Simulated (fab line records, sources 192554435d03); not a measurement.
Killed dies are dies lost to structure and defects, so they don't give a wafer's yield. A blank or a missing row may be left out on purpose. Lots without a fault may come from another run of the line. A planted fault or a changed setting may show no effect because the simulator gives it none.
Which tool did it? | flow n5_finfet | 9 lots, 27 wafers sampled, at 5 steps of a route of 1938

WHAT THE GAUGES READ, wafer by wafer
N5_ZERO_LAYER_INSPECT_20: inspects for defects (darkfield). Usual: raw_defect_count 34, standard deviation 17.
lot  | measured    | on                | raw_defect_count | flag
L921 | day 2 07:35 | defect_inspect-02 | 25 22 35         |
L924 | day 3 01:25 | defect_inspect-02 | 28 18 19         |
L926 | day 3 13:23 | defect_inspect-02 | 29 16 39         |
L930 | day 4 13:16 | defect_inspect-02 | 31 12 25         |
L931 | day 4 19:26 | defect_inspect-01 | 11 17 18         |
L932 | day 5 01:16 | defect_inspect-02 | 47 28 21         |
L934 | day 5 13:30 | defect_inspect-02 | 33 38 27         |
L940 | day 7 01:25 | defect_inspect-01 | 75 40 30         |
L941 | day 7 07:17 | defect_inspect-02 | 21 26 23         |

N5_BEOL_M4_RC_MEAS_101. Usual: DIBL_N 36.1 mV/V, standard deviation 1.6; DIBL_P 35.7 mV/V, standard deviation 1.8; IOFF_N 0.159 nA/um, standard deviation 0.027; IOFF_P 0.21 nA/um, standard deviation 0.03; ION_N 673 uA/um, standard deviation 10; ION_P 462 uA/um, standard deviation 7.4; RS_NWELL 1036 ohm/sq, standard deviation 6.4; SS_N 71.4 mV/dec, standard deviation 0.56; SS_P 73.2 mV/dec, standard deviation 0.61; VT_N 249.7 mV, standard deviation 3; VT_P -250 mV, standard deviation 3.1.
lot  | measured     | on        | DIBL_N (mV/V)  | DIBL_P (mV/V)  | IOFF_N (nA/um)    | IOFF_P (nA/um) | ION_N (uA/um) | ION_P (uA/um) | RS_NWELL (ohm/sq) | SS_N (mV/dec)  | SS_P (mV/dec)  | VT_N (mV)         | VT_P (mV)      | flag
L921 | day 8 15:06  | prober-02 | 33.5 35.2 37.1 | 30.8 33.0 34.6 | 0.133 0.156 0.187 | 0.20 0.23 0.26 | 683 686 677   | 480 476 471   | 1037 1034 1033    | 70.9 70.7 72.3 | 72.1 72.6 73.4 | 249.5 249.5 245.7 | -248 -246 -244 |
L924 | day 9 06:56  | prober-02 | 36.3 36.4 36.9 | 36.8 36.8 38.2 | 0.176 0.164 0.171 | 0.18 0.18 0.22 | 673 676 683   | 447 449 455   | 1031 1030 1035    | 72.0 72.0 72.6 | 73.6 73.6 73.5 | 248.2 250.7 250.2 | -254 -252 -252 |
L926 | day 9 18:08  | prober-01 | 35.6 36.1 34.8 | 34.9 36.6 35.5 | 0.137 0.155 0.139 | 0.18 0.22 0.20 | 654 670 670   | 451 462 466   | 1041 1041 1031    | 71.5 70.7 70.8 | 72.7 72.8 73.3 | 255.4 249.0 249.9 | -251 -249 -250 |
L930 | day 10 21:25 | prober-01 | 38.7 37.7 36.6 | 37.3 36.7 34.5 | 0.185 0.170 0.151 | 0.24 0.22 0.19 | 683 676 654   | 466 463 450   | 1033 1040 1041    | 71.8 71.8 71.3 | 73.4 74.3 73.6 | 248.5 249.2 253.6 | -250 -248 -251 |
L931 | day 11 04:47 | prober-02 | 36.8 35.7 36.5 | 38.0 36.2 37.4 | 0.164 0.139 0.158 | 0.26 0.22 0.25 | 664 675 678   | 462 471 469   | 1032 1029 1040    | 71.3 71.6 70.7 | 73.9 72.9 74.2 | 248.3 252.3 249.6 | -246 -250 -245 |
L932 | day 11 12:26 | prober-02 | 35.3 33.6 34.6 | 35.3 33.2 35.1 | 0.144 0.117 0.140 | 0.19 0.18 0.19 | 664 641 662   | 458 453 454   | 1036 1040 1046    | 70.8 71.1 71.1 | 73.9 72.3 74.0 | 253.9 256.6 250.2 | -252 -251 -251 |
L934 | day 11 15:35 | prober-02 | 36.1 35.4 37.2 | 36.2 35.9 38.5 | 0.161 0.151 0.198 | 0.22 0.22 0.26 | 682 681 694   | 473 466 471   | 1022 1028 1028    | 72.0 71.7 71.3 | 72.8 73.7 72.9 | 248.9 250.4 244.0 | -245 -246 -246 |
L940 | day 15 05:43 | prober-01 | 35.2 34.7 36.7 | 34.8 33.7 36.9 | 0.156 0.139 0.201 | 0.22 0.20 0.26 | 662 670 694   | 460 468 482   | 939 941 929       | 71.1 70.9 71.0 | 73.1 72.1 73.1 | 247.2 251.6 243.3 | -244 -245 -242 | OFF
L941 | day 14 16:55 | prober-02 | 34.9 40.0 37.2 | 33.0 39.2 35.1 | 0.124 0.210 0.147 | 0.19 0.30 0.23 | 667 684 675   | 465 473 478   | 936 941 937       | 70.6 71.4 70.6 | 72.9 75.1 73.6 | 250.1 246.3 249.8 | -249 -246 -248 | OFF

WHICH TOOL RAN EACH LOT (tool, then ch and the chambers of the sampled wafers, then the start)
lot  | N5_WELL_APT_IMPLANT_14         | N5_PMOS_HMC_CHANNEL_EPI_HM_DEP_34 | N5_PMOS_HMC_CHANNEL_EPI_HM_OPEN_15
L921 | implanter-01 ch 0, day 2 08:19 | pecvd-02 ch 0,1, day 2 11:47      | rie_diel-02 ch 0,2, day 2 12:22
L924 | implanter-02 ch 0, day 3 02:28 | pecvd-02 ch 1,2, day 3 05:59      | rie_diel-02 ch 0,2, day 3 06:26
L926 | implanter-02 ch 0, day 3 13:56 | pecvd-02 ch 0,1,2, day 3 17:01    | rie_diel-05 ch 1,2,3, day 3 17:58
L930 | implanter-02 ch 0, day 4 14:09 | pecvd-03 ch 0,1,2, day 4 16:59    | rie_diel-04 ch 1,2,3, day 4 17:32
L931 | implanter-01 ch 0, day 4 19:56 | pecvd-02 ch 0,1,2, day 4 22:50    | rie_diel-05 ch 0,3, day 4 23:27
L932 | implanter-02 ch 0, day 5 01:46 | pecvd-01 ch 0,2, day 5 04:40      | rie_diel-02 ch 2,3, day 5 05:14
L934 | implanter-02 ch 0, day 5 13:59 | pecvd-01 ch 0,2, day 5 17:00      | rie_diel-04 ch 0,1,2, day 5 17:34
L940 | implanter-02 ch 0, day 7 01:54 | pecvd-02 ch 0,2, day 7 05:05      | rie_diel-05 ch 0,1,3, day 7 05:40
L941 | implanter-02 ch 0, day 7 07:47 | pecvd-01 ch 0,1,2, day 7 10:41    | rie_diel-02 ch 0,1, day 7 11:35
- N5_WELL_APT_IMPLANT_14
- N5_PMOS_HMC_CHANNEL_EPI_HM_DEP_34: deposits SiO2 from TEOS/O2, target thk 36 nm, time 6.9 s.
- N5_PMOS_HMC_CHANNEL_EPI_HM_OPEN_15: chemistry CHF3/O2, target SiO2, target depth 40.6 nm, time 20.3 s.

WHAT THE TOOLS THEMSELVES READ (means of the sampled wafers that have a number; where no wafer has one, the mark that the record gives instead)
N5_WELL_APT_IMPLANT_14. Usual: dose_ions_cm2 1.4998e+13, standard deviation 1.6e+10; faraday_current_uA 190, standard deviation 3.6; tilt_deg -0.002 degrees, standard deviation 0.02.
lot  | tool         | dose_ions_cm2 | faraday_current_uA | tilt_deg (degrees) | flag
L921 | implanter-01 | 1.5013e+13    | 187                | 0.001              |
L924 | implanter-02 | 1.4989e+13    | 191                | 0.007              |
L926 | implanter-02 | 1.4998e+13    | 192                | 0.006              |
L930 | implanter-02 | 1.4993e+13    | 191                | 0.025              |
L931 | implanter-01 | 1.5013e+13    | 195                | -0.011             |
L932 | implanter-02 | 1.4986e+13    | 190                | -0.004             |
L934 | implanter-02 | 1.4981e+13    | 192                | -0.009             |
L940 | implanter-02 | 1.8079e+13    | 232                | 0.003              | OFF
L941 | implanter-02 | 1.8060e+13    | 230                | -0.013             | OFF

N5_PMOS_HMC_CHANNEL_EPI_HM_DEP_34. Usual: heater_power_w 520 W, standard deviation 54; rf_fwd_power_W 885 W, standard deviation 3.3; showerhead_plenum_p_Torr 8.34 Torr, standard deviation 0.033; throttle_valve_pct 18.1 %, standard deviation 0.86.
lot  | tool     | heater_power_w (W) | rf_fwd_power_W (W) | showerhead_plenum_p_Torr (Torr) | throttle_valve_pct (%) | flag
L921 | pecvd-02 | 561                | 882                | 8.33                            | 18.6                   |
L924 | pecvd-02 | 503                | 890                | 8.34                            | 17.4                   |
L926 | pecvd-02 | 522                | 882                | 8.34                            | 17.9                   |
L930 | pecvd-03 | 568                | 883                | 8.31                            | 18.0                   |
L931 | pecvd-02 | 558                | 885                | 8.33                            | 18.1                   |
L932 | pecvd-01 | 485                | 884                | 8.34                            | 17.5                   |
L934 | pecvd-01 | 549                | 882                | 8.36                            | 18.4                   |
L940 | pecvd-02 | 513                | 886                | 8.33                            | 17.5                   |
L941 | pecvd-01 | 483                | 884                | 8.35                            | 18.1                   |

N5_PMOS_HMC_CHANNEL_EPI_HM_OPEN_15. Usual: drypump_motor_current_A 5.5 A, standard deviation 0.37; oes_product_au 0.78 a.u., standard deviation 0.075; rf_fwd_power_W 646.3 W, standard deviation 2.1; rf_vpp_V 529 V, standard deviation 13; showerhead_plenum_p_Torr 2.45 Torr, standard deviation 0.076; throttle_valve_pct 19.04 %, standard deviation 0.2.
lot  | tool        | drypump_motor_current_A (A) | oes_product_au (a.u.) | rf_fwd_power_W (W) | rf_vpp_V (V) | showerhead_plenum_p_Torr (Torr) | throttle_valve_pct (%) | flag
L921 | rie_diel-02 | 5.6                         | 0.82                  | 646.2              | 530          | 2.48                            | 18.95                  |
L924 | rie_diel-02 | 5.7                         | 0.81                  | 647.2              | 539          | 2.50                            | 18.92                  |
L926 | rie_diel-05 | 5.7                         | 0.80                  | 647.9              | 519          | 2.36                            | 18.94                  |
L930 | rie_diel-04 | 5.1                         | 0.72                  | 646.4              | 535          | 2.46                            | 19.14                  |
L931 | rie_diel-05 | 5.0                         | 0.71                  | 647.4              | 534          | 2.44                            | 19.26                  |
L932 | rie_diel-02 | 5.7                         | 0.71                  | 646.5              | 522          | 2.37                            | 19.13                  |
L934 | rie_diel-04 | 5.1                         | 0.73                  | 645.1              | 538          | 2.50                            | 19.01                  |
L940 | rie_diel-05 | 5.5                         | 0.75                  | 647.3              | 531          | 2.41                            | 19.12                  |
L941 | rie_diel-02 | 5.9                         | 0.85                  | 647.0              | 523          | 2.46                            | 19.17                  |

THE ANSWER, worked out from the rows above alone
Rule: a lot is off if the mean of its wafers that have a number lies more than 3 standard deviations from the usual mean. A lot without any number at a reading at which 4 lots or more have one is off too. The other lots that the step has rows for count as sound. The gauges are gone through in route order, then the tools' own readings, and for those a lot's mean is taken as printed above. The first step at which some lot is off is used, and at that step the reading that is off furthest; a lot without a number counts as furthest.
Off: L940, L941, at N5_BEOL_M4_RC_MEAS_101 (RS_NWELL).
A tool fits if, at a process step before that reading, it ran every lot that is off, and no sound lot after the first of them. The gauges at N5_BEOL_M4_RC_MEAS_101 aren't tried: what is off there is off at N5_WELL_APT_IMPLANT_14 too, on other tools, and a gauge's error can't cause that. One fits: implanter-02 at N5_WELL_APT_IMPLANT_14. Its last sound lot is L934 (day 5 13:59), its first lot that is off L940 (day 7 01:54): a fault that began between those two fits.
The tool's own readings at N5_WELL_APT_IMPLANT_14 bear it out: on the lots that are off they differ by more than 5 times the standard deviation of the sound lots' means. dose_ions_cm2 reads 1.8070e+13 there against 1.4996e+13 on the sound lots; faraday_current_uA reads 231 there against 191 on the sound lots.

WHAT THE SIMULATOR HAD PUT IN
Process parameter drift: implanter-02, from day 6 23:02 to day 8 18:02, at N5_WELL_APT_IMPLANT_14. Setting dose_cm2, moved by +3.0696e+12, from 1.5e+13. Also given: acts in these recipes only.
Lots struck among those shown: L940, L941. The rule above found the same.
